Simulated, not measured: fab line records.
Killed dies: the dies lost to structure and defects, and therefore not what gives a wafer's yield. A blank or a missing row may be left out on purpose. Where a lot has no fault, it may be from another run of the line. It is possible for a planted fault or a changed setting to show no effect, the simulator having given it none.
Lot-split experiment :: flow n5-finfet :: 7 lots, 39 wafers read, on a route of 1938 steps

## ABOUT THE SPLIT
At N5_PASSIVATION_ETCH_59 (etches TaN in Cl2/BCl3, target depth 65 nm, time 34.9 s), the setting time-s was moved away from the recipe's 34.9 s on 15 of the 39 wafers read, by -44.3% to +50.8%. This setting was run at the recipe's value on the other wafers.

The split's own step is where the reading is taken.

## THE READING
etch.depth-nm (the simulator's own value, which no gauge read), in nm, at N5_PASSIVATION_ETCH_59 (etches TaN in Cl2/BCl3, target depth 65 nm, time 34.9 s). The file gives no usual value for it. Across the 24 wafers here that went through the recipe, the average is 65.58 nm and the standard deviation 1.7 nm.

wafer: L078.1
tool, chamber at the split: rie-metal-02, 0
time-s as run, s: 34.9
against the recipe: recipe
etch.depth-nm, nm: 64.32
against lot-mates on the recipe: -

wafer: L078.2
tool, chamber at the split: rie-metal-02, 1
time-s as run, s: 28.74
against the recipe: -17.7%
etch.depth-nm, nm: 54.96
against lot-mates on the recipe: -10.28

wafer: L078.3
tool, chamber at the split: rie-metal-02, 0
time-s as run, s: 34.9
against the recipe: recipe
etch.depth-nm, nm: 64.56
against lot-mates on the recipe: -

wafer: L078.4
tool, chamber at the split: rie-metal-02, 1
time-s as run, s: 28.74
against the recipe: -17.7%
etch.depth-nm, nm: 55.15
against lot-mates on the recipe: -10.09

wafer: L078.5
tool, chamber at the split: rie-metal-02, 0
time-s as run, s: 28.74
against the recipe: -17.7%
etch.depth-nm, nm: 53.24
against lot-mates on the recipe: -12.00

wafer: L078.6
tool, chamber at the split: rie-metal-02, 1
time-s as run, s: 34.9
against the recipe: recipe
etch.depth-nm, nm: 66.84
against lot-mates on the recipe: -

wafer: L085.1
tool, chamber at the split: rie-metal-02, 0
time-s as run, s: 34.9
against the recipe: recipe
etch.depth-nm, nm: 63.77
against lot-mates on the recipe: -

wafer: L085.2
tool, chamber at the split: rie-metal-02, 1
time-s as run, s: 34.9
against the recipe: recipe
etch.depth-nm, nm: 66.04
against lot-mates on the recipe: -

wafer: L085.3
tool, chamber at the split: rie-metal-02, 1
time-s as run, s: 19.43
against the recipe: -44.3%
etch.depth-nm, nm: 36.78
against lot-mates on the recipe: -28.04

wafer: L085.4
tool, chamber at the split: rie-metal-02, 0
time-s as run, s: 19.43
against the recipe: -44.3%
etch.depth-nm, nm: 36.14
against lot-mates on the recipe: -28.68

wafer: L085.5
tool, chamber at the split: rie-metal-02, 1
time-s as run, s: 19.43
against the recipe: -44.3%
etch.depth-nm, nm: 37.2
against lot-mates on the recipe: -27.62

wafer: L085.6
tool, chamber at the split: rie-metal-02, 0
time-s as run, s: 34.9
against the recipe: recipe
etch.depth-nm, nm: 64.65
against lot-mates on the recipe: -

wafer: L084.2
tool, chamber at the split: rie-metal-03, 0
time-s as run, s: 34.9
against the recipe: recipe
etch.depth-nm, nm: 63.06
against lot-mates on the recipe: -

wafer: L084.4
tool, chamber at the split: rie-metal-03, 0
time-s as run, s: 34.9
against the recipe: recipe
etch.depth-nm, nm: 63.2
against lot-mates on the recipe: -

wafer: L084.5
tool, chamber at the split: rie-metal-03, 1
time-s as run, s: 34.9
against the recipe: recipe
etch.depth-nm, nm: 65.28
against lot-mates on the recipe: -

wafer: L087.1
tool, chamber at the split: rie-metal-02, 1
time-s as run, s: 34.9
against the recipe: recipe
etch.depth-nm, nm: 66.21
against lot-mates on the recipe: -

wafer: L087.2
tool, chamber at the split: rie-metal-02, 0
time-s as run, s: 34.9
against the recipe: recipe
etch.depth-nm, nm: 64.27
against lot-mates on the recipe: -

wafer: L087.3
tool, chamber at the split: rie-metal-02, 0
time-s as run, s: 34.9
against the recipe: recipe
etch.depth-nm, nm: 64.43
against lot-mates on the recipe: -

wafer: L087.4
tool, chamber at the split: rie-metal-02, 1
time-s as run, s: 52.64
against the recipe: +50.8%
etch.depth-nm, nm: 100
against lot-mates on the recipe: +35.03

wafer: L087.5
tool, chamber at the split: rie-metal-02, 1
time-s as run, s: 52.64
against the recipe: +50.8%
etch.depth-nm, nm: 100.2
against lot-mates on the recipe: +35.23

wafer: L087.6
tool, chamber at the split: rie-metal-02, 0
time-s as run, s: 52.64
against the recipe: +50.8%
etch.depth-nm, nm: 97.1
against lot-mates on the recipe: +32.13

wafer: L089.1
tool, chamber at the split: rie-metal-02, 0
time-s as run, s: 34.9
against the recipe: recipe
etch.depth-nm, nm: 64.36
against lot-mates on the recipe: -

wafer: L089.2
tool, chamber at the split: rie-metal-02, 1
time-s as run, s: 34.9
against the recipe: recipe
etch.depth-nm, nm: 66.66
against lot-mates on the recipe: -

wafer: L089.3
tool, chamber at the split: rie-metal-02, 0
time-s as run, s: 34.9
against the recipe: recipe
etch.depth-nm, nm: 63.93
against lot-mates on the recipe: -

wafer: L089.4
tool, chamber at the split: rie-metal-02, 1
time-s as run, s: 34.9
against the recipe: recipe
etch.depth-nm, nm: 66.62
against lot-mates on the recipe: -

wafer: L089.5
tool, chamber at the split: rie-metal-02, 0
time-s as run, s: 34.9
against the recipe: recipe
etch.depth-nm, nm: 64.09
against lot-mates on the recipe: -

wafer: L089.6
tool, chamber at the split: rie-metal-02, 1
time-s as run, s: 34.9
against the recipe: recipe
etch.depth-nm, nm: 66.26
against lot-mates on the recipe: -

wafer: L093.1
tool, chamber at the split: rie-metal-01, 0
time-s as run, s: 27.63
against the recipe: -20.8%
etch.depth-nm, nm: 53.88
against lot-mates on the recipe: -12.90

wafer: L093.2
tool, chamber at the split: rie-metal-01, 1
time-s as run, s: 27.63
against the recipe: -20.8%
etch.depth-nm, nm: 51.53
against lot-mates on the recipe: -15.25

wafer: L093.3
tool, chamber at the split: rie-metal-01, 0
time-s as run, s: 34.9
against the recipe: recipe
etch.depth-nm, nm: 67.86
against lot-mates on the recipe: -

wafer: L093.4
tool, chamber at the split: rie-metal-01, 1
time-s as run, s: 27.63
against the recipe: -20.8%
etch.depth-nm, nm: 51.38
against lot-mates on the recipe: -15.40

wafer: L093.5
tool, chamber at the split: rie-metal-01, 1
time-s as run, s: 34.9
against the recipe: recipe
etch.depth-nm, nm: 64.81
against lot-mates on the recipe: -

wafer: L093.6
tool, chamber at the split: rie-metal-01, 0
time-s as run, s: 34.9
against the recipe: recipe
etch.depth-nm, nm: 67.68
against lot-mates on the recipe: -

wafer: L095.1
tool, chamber at the split: rie-metal-01, 1
time-s as run, s: 27.5
against the recipe: -21.2%
etch.depth-nm, nm: 50.64
against lot-mates on the recipe: -17.68

wafer: L095.2
tool, chamber at the split: rie-metal-01, 0
time-s as run, s: 34.9
against the recipe: recipe
etch.depth-nm, nm: 68.71
against lot-mates on the recipe: -

wafer: L095.3
tool, chamber at the split: rie-metal-01, 0
time-s as run, s: 34.9
against the recipe: recipe
etch.depth-nm, nm: 68.36
against lot-mates on the recipe: -

wafer: L095.4
tool, chamber at the split: rie-metal-01, 1
time-s as run, s: 27.5
against the recipe: -21.2%
etch.depth-nm, nm: 51.09
against lot-mates on the recipe: -17.23

wafer: L095.5
tool, chamber at the split: rie-metal-01, 1
time-s as run, s: 27.5
against the recipe: -21.2%
etch.depth-nm, nm: 51.2
against lot-mates on the recipe: -17.12

wafer: L095.6
tool, chamber at the split: rie-metal-01, 0
time-s as run, s: 34.9
against the recipe: recipe
etch.depth-nm, nm: 67.89
against lot-mates on the recipe: -

FIT RESULTS
A straight line over all 39 wafers: etch.depth-nm changes by +0.656 nm for each +1% of time-s; r = +0.99; the points scatter about the line by 1.5 nm.
The same after taking each lot's own level away (the mean of its wafers on the recipe; 39 wafers): +0.668 nm for each +1%; r = +0.99; scatter 1.5 nm.
On that fit, the largest move of time-s shifts the reading by 34 nm.
Measured against the standard deviation above, the lots' own levels, which go from 63.847 to 68.320 nm, span 2.7 times it.
Consequently the slope shifts little with the lot-to-lot level, the two slopes agreeing.
Check: with one of the wafers moved furthest among these (+50.8%) left out of the fit, the line predicts +33.6 nm for it against its lot-mates. It came out at +35 nm against them.

## ADDITIONAL SPLITS CARRIED BY THESE WAFERS
Other splits were also applied to these wafers ahead of the reading. Each is held against what the fit with the lots' levels taken away leaves over:
other split on the same wafers: N5_BEOL_M14_DEP_53 time-s
wafers away from the commonest value: 15
r with etch.depth-nm (lot level and that fit taken away): +0.15

## FILE'S OWN FIT
etch.depth-nm changes by +0.669 nm for each +1% of time-s, r = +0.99.
